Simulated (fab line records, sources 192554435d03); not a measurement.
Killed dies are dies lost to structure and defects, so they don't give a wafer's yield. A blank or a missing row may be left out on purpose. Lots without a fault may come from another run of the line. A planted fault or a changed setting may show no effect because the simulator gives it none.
A struck lot beside a sound one | flow n5_finfet | 23 steps out of a route of 1938
Sound: wafers L524.2, L524.5, L524.6. Struck: wafer L530.2. (L530.6 of the same lot was not struck and is left out.) The cause comes at the end.
At each step with rows: each side's tool, then ch and its chambers, then its first start. Under that, the readings that differ: sound wafers | struck wafers | difference of the means | sigmas: that difference in standard deviations of wafers without a fault.
alike: readings whose means differ by less than 2 such deviations, and words and numbers that are the same on both sides. not compared: withheld readings, readings that some wafer has no value for, bounds like >300 that may hide the same value, and numbers for which the record gives no deviation and whose values overlap.
The two part at a step that has a row with sigmas, a row that says differs or no value, or rows on one side only. Numbers that don't overlap but have no deviation are shown without sigmas and don't part them. A reading that every wafer of one side lacks parts them only if that side has two wafers or more.

first, 11 steps without rows for these wafers: N5_WELL_APT_OXIDE_STRIP_42 (strips SiO2 in dHF, time 45 s, target depth 12 nm); N5_WELL_APT_PRECLEAN_36 (cleans in O3/DIW, time 45 s); N5_WELL_APT_PRECLEAN_39 (cleans in dHF, time 60 s); N5_WELL_APT_SRD_37 (time 30 s); N5_WELL_APT_EPI_41 (deposits Si from SiH4/H2, target thk 50 nm, time 297.7 s); N5_PMOS_HMC_CHANNEL_EPI_HM_DEP_34 (deposits SiO2 from TEOS/O2, target thk 36 nm, time 6.9 s); N5_PMOS_HMC_CHANNEL_EPI_COAT_31 (time 60 s, resist thk 66 nm); N5_PMOS_HMC_CHANNEL_EPI_COAT_03 (resist thk 205 nm); N5_PMOS_HMC_CHANNEL_EPI_EBR_05; N5_PMOS_HMC_CHANNEL_EPI_SOFTBAKE_04 (time 60 s); N5_PMOS_HMC_CHANNEL_EPI_EXPOSE_06 (exposes mask PMOS HMC BLK, target cd 240 nm).
N5_PMOS_HMC_CHANNEL_EPI_PEB_07: peb time 60 s.
  sound on litho_track-01 ch 0, day 3 05:19; struck on litho_track-01 ch 0, day 4 17:07
  reading                  | sound             | struck | difference | sigmas
  heater_power_total_W (W) | 173.2 176.8 177.0 | 183.8  | +8.1       | +5
  alike: chill_plate_temp_C
then, 1 step without rows for these wafers: N5_PMOS_HMC_CHANNEL_EPI_DEVELOP_08 (develop time 30 s).
N5_PMOS_HMC_CHANNEL_EPI_CD_MEAS_09: target cd 237.4 nm.
  sound on cd_sem-01 ch 0, day 3 05:23; struck on cd_sem-02 ch 0, day 4 17:11
  reading    | sound             | struck | difference | sigmas
  cd_nm (nm) | 236.2 236.3 237.1 | 234.5  | -2.0       | -2
N5_PMOS_HMC_CHANNEL_EPI_DESCUM_14: chemistry O2, time 7.9 s.
  sound on rie_diel-02 ch 1,2,3, day 3 05:38; struck on rie_diel-02 ch 0, day 4 17:16
  reading                               | sound             | struck | difference | sigmas
  model.PMOS_HMC_CHANNEL_EPI.cd_nm (nm) | 236.5 236.2 237.4 | 234    | -3         |
  alike: drypump_motor_current_A, oes_product_au, rf_vpp_V, showerhead_plenum_p_Torr, temp_c, throttle_valve_pct
  not compared: rf_hours_counter_h
then, 5 steps without rows for these wafers: N5_PMOS_HMC_CHANNEL_EPI_ETCH_32 (etches BARC in N2/H2, stops on SiO2, target depth 85.8 nm, time 50.3 s); N5_PMOS_HMC_CHANNEL_EPI_HM_OPEN_15 (chemistry CHF3/O2, target SiO2, target depth 40.6 nm, time 20.3 s); N5_PMOS_HMC_CHANNEL_EPI_STRIP_33 (strips in N2/H2); N5_PMOS_HMC_CHANNEL_EPI_STRIP_17 (strips in SPM, time 750 s); N5_PMOS_HMC_CHANNEL_EPI_ETCH_38 (etches SiO2 in CF4, target depth 1.5 nm).
N5_PMOS_HMC_CHANNEL_EPI_FIN_RECESS_16: chemistry HBr/Cl2, target Si, target depth 54 nm, time 18 s.
  sound on rie_si-04 ch 2,3, day 3 06:05; struck on rie_si-03 ch 3, day 4 17:43
  reading                               | sound             | struck | difference | sigmas
  model.PMOS_HMC_CHANNEL_EPI.cd_nm (nm) | 239.3 238.6 239.1 | 236.3  | -2.7       |
  alike: drypump_motor_current_A, oes_product_au, throttle_valve_pct
  not compared: rf_hours_counter_h
then, 1 step without rows for these wafers: N5_PMOS_HMC_CHANNEL_EPI_PRECLEAN_36 (cleans in O3/DIW, time 45 s).
-- the record jumps here: 8 days lie between the struck wafers' starts before and after (it left off in module PMOS_HMC_CHANNEL_EPI and takes up again in module BEOL_M4, whose first step shown is number 1111 of the route) --
N5_BEOL_M4_RC_MEAS_101:
  sound on prober-01 ch 0, day 10 19:14; struck on prober-02 ch 0, day 12 07:17
  reading       | sound          | struck | difference | sigmas
  SS_P (mV/dec) | 72.7 71.4 72.5 | 73.8   | +1.6       | +2
  alike: DIBL_N, DIBL_P, IOFF_N, IOFF_P, ION_N, ION_P, SS_N, VT_N, VT_P

WHERE THEY PART
First at N5_PMOS_HMC_CHANNEL_EPI_PEB_07; last, within this record, at N5_BEOL_M4_RC_MEAS_101.

WHY: what the simulator had put in
Process parameter drift: litho_track-01, from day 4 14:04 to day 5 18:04, at N5_PMOS_HMC_CHANNEL_EPI_PEB_07. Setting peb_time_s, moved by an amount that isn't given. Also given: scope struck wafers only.
